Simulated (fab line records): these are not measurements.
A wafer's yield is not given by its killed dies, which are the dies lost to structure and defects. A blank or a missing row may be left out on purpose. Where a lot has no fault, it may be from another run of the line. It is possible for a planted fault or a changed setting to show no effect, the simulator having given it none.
Comparing a struck lot with a sound one + flow n5 finfet + 15 out of 1938 route steps
Sound: these wafers, L276.1, L276.2, L276.5. Wafers struck: L275.3, L275.4, L275.6. The cause is given at the end.
Order at every step that has rows: each side's tool, ch and its chambers, its first start. Under that, the readings that differ: sound wafers + struck wafers + difference of the means + sigmas: that difference in standard deviations of wafers without a fault.
alike: readings with means less than 2 such deviations apart, plus words and numbers identical on both sides. not compared: withheld readings, readings lacking a value on some wafer, bounds such as >300 that could conceal the same value, and numbers that have no deviation in the record and whose values overlap.
The two part at a step that has a row with sigmas, a row that says differs or no value, or rows on one side only. When numbers do not overlap yet have no deviation, they are printed without sigmas and do not part them. Lack of a reading on every wafer of one side parts them only where that side has two or more wafers.

first, 1 step without rows for these wafers: N5_BEOL_M15_HARDBAKE_14 (time 120 s).
N5_BEOL_M15_CD_MEAS_10: target cd 360 nm.
  sound on cd sem-02 ch 0, day 14 17:01; struck on cd sem-02 ch 0, day 14 07:41
  alike: cd nm
N5_BEOL_M15_OVL_MEAS_11:
  sound on overlay-01 ch 0, day 14 17:04; struck on overlay-01 ch 0, day 14 07:44
  alike: V14_OVL
N5_BEOL_M15_INSPECT_12: inspects for defects (macro).
  sound: defect inspect-02 at day 14 17:05; struck: defect inspect-01 at day 14 07:45
  alike: raw defect count
N5_BEOL_M15_DESCUM_15: chemistry O2, time 7.9 s.
  sound on rie diel-03 ch 0,1,3, day 14 17:07; struck on rie diel-05 ch 1,2,3, day 14 08:08
  alike: drypump motor current A, oes product au, rf vpp V, showerhead plenum p Torr, throttle valve pct
  not compared: rf hours counter h
then, 1 step without rows for these wafers: N5_BEOL_M15_ETCH_59 (etches BARC in N2/H2, target depth 89 nm, overetch 26.7 nm, time 67.9 s).
N5_BEOL_M15_VIA_ETCH_16: etches SiO2 in C4F8/O2/Ar, target depth 1792.2 nm.
  sound on rie diel-03 ch 0,1,3, day 14 17:12; struck on rie diel-05 ch 1,2,3, day 14 08:13
  alike: drypump motor current A, oes product au, rf vpp V, showerhead plenum p Torr, throttle valve pct
N5_BEOL_M15_STRIP_63: strips in O2.
  sound: rie diel-03 ch 0,1,3; struck: rie diel-05 ch 1,2,3
  alike: drypump motor current A, oes product au, rf vpp V, showerhead plenum p Torr, throttle valve pct
  not compared: rf hours counter h
N5_BEOL_M15_STRIP_64: strips in O2.
  sound: rie diel-03 ch 0,1,3; struck: rie diel-05 ch 1,2,3
  alike: drypump motor current A, oes product au, rf vpp V, showerhead plenum p Torr, throttle valve pct
  not compared: rf hours counter h
then, 2 steps without rows for these wafers: N5_BEOL_M15_STRIP_65 (strips in post etch residue remover, time 60 s); N5_BEOL_M15_SRD_66 (time 30 s, dry time 30 s).
N5_BEOL_M15_CD_MEAS_17: target cd 360 nm.
  sound: cd sem-01 at day 14 17:37; struck: cd sem-02 at day 14 08:38
  alike: cd nm
N5_BEOL_M15_COAT_56: time 60 s, resist thk 550 nm.
  sound on litho track-01 ch 0, day 14 17:39; struck on litho track-04 ch 0, day 14 08:41
| reading                  | sound                | struck               | difference | sigmas |
|--------------------------|----------------------|----------------------|------------|--------|
| heater power total W (W) | 503.3 500.0 503.2    | 527.4 529.4 525.8    | +25.4      | +14    |
| plate temp C (C)         | 250.20 249.95 250.07 | 260.61 260.67 260.41 | +10.49     | +62    |
  alike: dispense pressure kPa
N5_BEOL_M15_ETCH_57: etches SOC in N2/H2, time 750 s.
  sound on rie diel-04 ch 2,3, day 14 17:43; struck on rie diel-03 ch 0,3, day 14 08:45
  alike: drypump motor current A, h2 flow sccm, oes product au, rf vpp V, showerhead plenum p Torr, throttle valve pct
  not compared: rf hours counter h
N5_PASSIVATION_PROBE_49:
  sound: prober-02 at day 15 12:58; struck: prober-02 at day 15 06:01
| reading         | sound | struck | difference | sigmas |
|-----------------|-------|--------|------------|--------|
| killed at other | 0 5 6 | 7 20 5 | +7         | +2     |
  alike: defect limited yield, killed_at_M0_to_M3, killed_at_M4_up, killed at contacts, killed at front end, killed dies, killed on rim, killed open, killed short, sort_bin_5_function, sort_bin_6_memory, sort n pass, sort yield pct

## WHERE THEY PART
At N5_BEOL_M15_COAT_56 first; at N5_PASSIVATION_PROBE_49 last (within this record only).

WHY: the cause the simulator had injected
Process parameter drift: litho track-04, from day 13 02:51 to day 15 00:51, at N5_BEOL_M15_COAT_56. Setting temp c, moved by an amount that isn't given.
